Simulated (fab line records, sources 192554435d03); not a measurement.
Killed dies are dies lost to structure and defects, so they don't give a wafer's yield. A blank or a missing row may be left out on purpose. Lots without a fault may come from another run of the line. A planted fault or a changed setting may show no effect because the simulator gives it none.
fab line records | flow n5_finfet | part 2 of 2: steps 5 to 6 of 6
record lots=21 wafers=63 last_day=19
route steps=1938 shown MOL_CONTACT_COAG@581
lots that met no fault: from a run of the same line without faults
start_h: hours from the record's first day to the start of the lot's first wafer shown | wait_h: hours since the lot's step before | " the same as in the row above | L1.1+2: a row that stands for several wafers | - no value, or no start given | * or withheld: withheld | < > ~ a bound
route shown NAME@n: a module of which the file shows steps, and the number in the route of the first | usual: mean/standard deviation of fault-free wafers | same: alike in all rows | chamber/n: place in a boat | sites: the reading at each site | _std_site: their standard deviation | _edge_site: outer sites' mean less inner sites' | radius_mm: how far each site lies from the wafer's centre | mask NAME#n: copy n | behind: the tool/chamber that last shaped the wafer | hold: why the lot was held/for how many hours/how that ended | device: the transistor (n, p or np) that didn't switch | end of line: the same wafers' tests at the end of the route | a step without rows: its recipe alone | killed: dies lost to structure and defects at the first sort, not the wafer's yield | map: a wafer's dies, x killed, . not, _ none there
set.NAME: the setting as run; set.NAME@STEP: as run at that earlier step | model.NAME: the simulator's own value behind a step, which no gauge read
steps of the route over a sample of lots; a table a step, a row a wafer
services: from which hour (start_h, from the record's first day; less than 0 if before it) a tool's chamber was out of use, for how many hours, and why
## steps
# step N5_MOL_CONTACT_COAG_ETCHBACK_136
# recipe chemistry=CHF3 target=SiO2 target_depth_a=250 time_s=16.7 ion_energy_ev=200 pressure_mtorr=30 source_w=610 bias_w=170 Ar_flow_sccm=200 CHF3_flow_sccm=50
# usual drypump_motor_current_A=5.8/0.4 oes_product_au=0.83/0.094 rf_vpp_V=532/9.4 showerhead_plenum_p_Torr=2.39/0.11 throttle_valve_pct=18.73/0.23
# columns lot.wafer tool chamber start_h wait_h drypump_motor_current_A oes_product_au rf_hours_counter_h rf_vpp_V showerhead_plenum_p_Torr throttle_valve_pct
L074.1 rie_diel-03 2 98.23 0.0 5.7 0.70 201 531 2.27 18.95
L074.3 " 0 " " 5.6 0.70 238 526 2.25 18.61
L074.5 " 2 " " 5.6 0.70 - 532 2.27 18.96
L075.1 rie_diel-03 1 110.39 0.0 5.5 0.93 23 541 2.53 18.69
L075.3 " 3 " " 6.4 0.74 160 543 2.36 18.46
L075.6 " 1 " " 5.5 0.92 - 543 2.53 18.70
L076.2 rie_diel-03 0 113.65 0.0 5.6 0.69 242 528 2.25 18.63
L076.3 " 1 " " 5.4 0.94 24 543 2.53 18.69
L076.5 " 0 " " 5.6 0.69 - 528 2.25 18.62
L077.2 rie_diel-03 1 117.19 0.0 5.5 0.92 26 541 2.53 18.70
L077.4 " 0 " " 5.7 0.68 244 528 2.25 18.64
L077.6 " 2 " " 5.6 0.69 - 531 2.27 18.96
L079.1 rie_diel-01 0 131.06 0.0 5.6 0.95 4 527 2.34 18.65
L079.2 " 1 " " 5.8 0.91 40 519 2.33 18.51
L079.4 " 0 " " 5.6 0.95 - 528 2.34 18.65
L080.1 rie_diel-01 0 137.37 0.0 5.6 0.94 7 528 2.34 18.66
L080.3 " 1 " " 5.8 0.91 42 519 2.33 18.54
L080.4 " 0 " " 5.7 0.92 - 527 2.34 18.63
L081.2 rie_diel-05 0 140.55 0.0 5.5 0.80 102 513 2.20 18.95
L081.4 " 3 " " 5.5 0.71 - 535 2.45 18.99
L081.6 " 2 " " 5.6 0.86 - 535 2.50 18.47
L082.1 rie_diel-01 3 149.61 0.0 6.5 0.92 21 539 2.55 18.98
L082.4 " 1 " " 5.8 0.91 46 519 2.33 18.52
L082.6 " 0 " " 5.6 0.92 - 529 2.34 18.66
L083.1 rie_diel-03 1 156.56 0.0 5.4 0.89 41 541 2.52 18.73
L083.2 " 3 " " 6.4 0.72 178 542 2.36 18.50
L083.5 " 3 " " 6.4 0.72 - 543 2.36 18.51
L084.2 rie_diel-01 1 160.59 0.0 5.8 0.90 51 519 2.33 18.53
L084.4 " 2 " " 5.1 0.96 8 543 2.32 18.35
L084.5 " 1 " " 5.8 0.90 - 520 2.33 18.55
L085.2 rie_diel-05 3 171.09 0.0 5.5 0.70 236 534 2.45 19.01
L085.4 " 2 " " 5.6 0.86 50 536 2.50 18.50
L085.6 " 3 " " 5.5 0.70 - 533 2.45 19.01
L086.2 rie_diel-03 3 174.75 0.0 6.4 0.72 188 541 2.35 18.52
L086.4 " 1 " " 5.5 0.89 - 539 2.52 18.75
L086.5 " 3 " " 6.4 0.73 - 541 2.35 18.53
L087.3 rie_diel-03 3 179.72 0.0 6.4 0.72 189 542 2.35 18.51
L087.4 " 2 " " 5.6 0.67 - 530 2.26 18.98
L087.5 " 3 " " 6.4 0.72 - 541 2.35 18.51
L088.1 rie_diel-05 3 183.79 0.0 5.5 0.68 240 533 2.45 19.03
L088.2 " 1 " " 5.6 0.92 11 516 2.35 18.62
L088.5 " 3 " " 5.5 0.69 - 535 2.45 19.01
L089.1 rie_diel-05 3 187.70 0.0 5.5 0.70 241 535 2.45 19.02
L089.2 " 0 " " 5.6 0.79 120 513 2.20 18.99
L089.4 " 2 " " 5.6 0.86 56 535 2.49 18.50
L090.1 rie_diel-01 0 196.98 0.0 5.6 0.88 28 528 2.33 18.69
L090.4 " 3 " " 6.5 0.88 - 538 2.55 19.02
L090.6 " 1 " " 5.8 0.87 - 518 2.33 18.55
L092.2 rie_diel-05 1 209.64 0.0 5.6 0.91 22 517 2.35 18.66
L092.3 " 0 " " 5.5 0.78 124 513 2.19 18.99
L092.5 " 2 " " 5.7 0.83 - 535 2.49 18.52
L093.2 rie_diel-01 1 211.74 0.0 5.9 0.86 70 519 2.32 18.58
L093.4 " 3 " " 6.5 0.88 - 540 2.54 19.03
L093.6 " 1 " " 5.8 0.87 - 518 2.32 18.58
L094.3 rie_diel-01 3 225.85 0.0 6.5 0.88 48 538 2.54 19.04
L094.4 " 2 " " 5.0 0.92 22 542 2.32 18.38
L094.5 " 3 " " 6.5 0.88 - 541 2.54 19.04
L096.1 rie_diel-01 0 239.49 0.0 5.6 0.85 43 527 2.33 18.74
L096.3 " 2 " " 5.1 0.91 27 542 2.32 18.39
L096.4 " 3 " " 6.5 0.86 53 539 2.54 19.04
L097.1 rie_diel-01 2 242.07 0.0 5.1 0.90 28 543 2.32 18.39
L097.3 " 3 " " 6.5 0.86 53 539 2.54 19.04
L097.6 " 0 " " 5.7 0.86 - 530 2.33 18.70
# step N5_MOL_CONTACT_COAG_CVD_140
# recipe material=W target_thk_a=665 mode=selective_fill temp_c=300 time_s=215
# usual heater_power_w=476/23
# columns lot.wafer tool chamber start_h wait_h heater_power_w since_wet_clean_h
L074.1 cvd_w-01 0 98.90 0.1 453 781
L074.3 " 1 " " 450 -
L074.5 " 1 " " 464 -
L075.1 cvd_w-01 0 111.08 0.1 464 793
L075.3 " 1 " " 461 -
L075.6 " 1 " " 461 -
L076.2 cvd_w-01 1 114.16 0.1 454 796
L076.3 " 0 " " 458 -
L076.5 " 0 " " 460 -
L077.2 cvd_w-01 1 117.71 0.1 461 800
L077.4 " 1 " " 448 -
L077.6 " 1 " " 451 -
L079.1 cvd_w-01 1 131.58 0.1 450 814
L079.2 " 0 " " 467 814
L079.4 " 0 " " 463 -
L080.1 cvd_w-01 1 137.88 0.1 447 820
L080.3 " 0 " " 459 -
L080.4 " 1 " " 445 -
L081.2 cvd_w-02 0 141.35 0.1 485 309
L081.4 " 0 " " 480 -
L081.6 " 0 " " 472 -
L082.1 cvd_w-02 0 150.13 0.1 485 318
L082.4 " 1 " " 516 -
L082.6 " 0 " " 478 -
L083.1 cvd_w-02 1 157.07 0.1 516 325
L083.2 " 0 " " 480 325
L083.5 " 1 " " 512 -
L084.2 cvd_w-01 1 161.10 0.1 452 843
L084.4 " 1 " " 466 -
L084.5 " 0 " " 465 -
L085.2 cvd_w-01 1 171.60 0.1 454 854
L085.4 " 1 " " 463 -
L085.6 " 0 " " 469 -
L086.2 cvd_w-01 1 175.26 0.1 456 857
L086.4 " 1 " " 454 -
L086.5 " 0 " " 465 -
L087.3 cvd_w-01 0 180.32 0.1 457 -
L087.4 " 1 " " 458 -
L087.5 " 1 " " 457 -
L088.1 cvd_w-02 1 184.30 0.1 518 352
L088.2 " 0 " " 480 352
L088.5 " 1 " " 513 -
L089.1 cvd_w-02 0 188.22 0.1 480 356
L089.2 " 1 " " 510 356
L089.4 " 1 " " 517 -
L090.1 cvd_w-02 0 197.50 0.1 482 366
L090.4 " 0 " " 463 -
L090.6 " 1 " " 519 -
L092.2 cvd_w-02 1 210.19 0.1 513 378
L092.3 " 0 " " 469 -
L092.5 " 0 " " 484 -
L093.2 cvd_w-01 1 212.27 0.1 454 894
L093.4 " 1 " " 456 -
L093.6 " 1 " " 453 -
L094.3 cvd_w-02 0 226.45 0.1 485 -
L094.4 " 1 " " 512 -
L094.5 " 0 " " 484 -
L096.1 cvd_w-01 0 240.00 0.1 457 922
L096.3 " 0 " " 469 -
L096.4 " 1 " " 456 -
L097.1 cvd_w-02 0 242.59 0.1 486 411
L097.3 " 1 " " 511 -
L097.6 " 0 " " 481 -
## services
# columns tool chamber start_h hours kind
rie_diel-01 3 80.59 - clean
rie_diel-01 3 80.59 - consumable_replace:focus_ring
rie_diel-01 3 80.59 - consumable_replace:showerhead
rie_diel-01 3 80.59 19.0 scheduled_down
rie_diel-01 3 80.59 19.0 vent_cycle
cvd_w-02 1 92.56 2.7 repair
cvd_w-01 - 101.48 2.8 pm
rie_diel-01 0 102.87 - clean
rie_diel-03 0 138.30 - clean
rie_diel-03 0 138.30 - consumable_replace:focus_ring
rie_diel-03 0 138.30 - consumable_replace:showerhead
rie_diel-03 0 138.30 41.9 scheduled_down
rie_diel-03 0 138.30 41.9 vent_cycle
rie_diel-03 2 165.53 5.8 repair
ald_sin-04 - 177.45 14.0 pm
rie_diel-05 0 191.10 10.4 repair
rie_diel-01 2 193.46 18.9 repair
ald_sin-03 1 198.63 5.4 repair
rie_diel-03 2 206.92 7.6 repair
cvd_w-02 - 214.17 6.0 pm
ald_sin-03 3 216.99 2.3 repair
cvd_w-01 - 223.59 6.9 pm
ald_sin-03 3 228.90 1.7 repair
ald_sin-01 2 236.38 5.2 repair
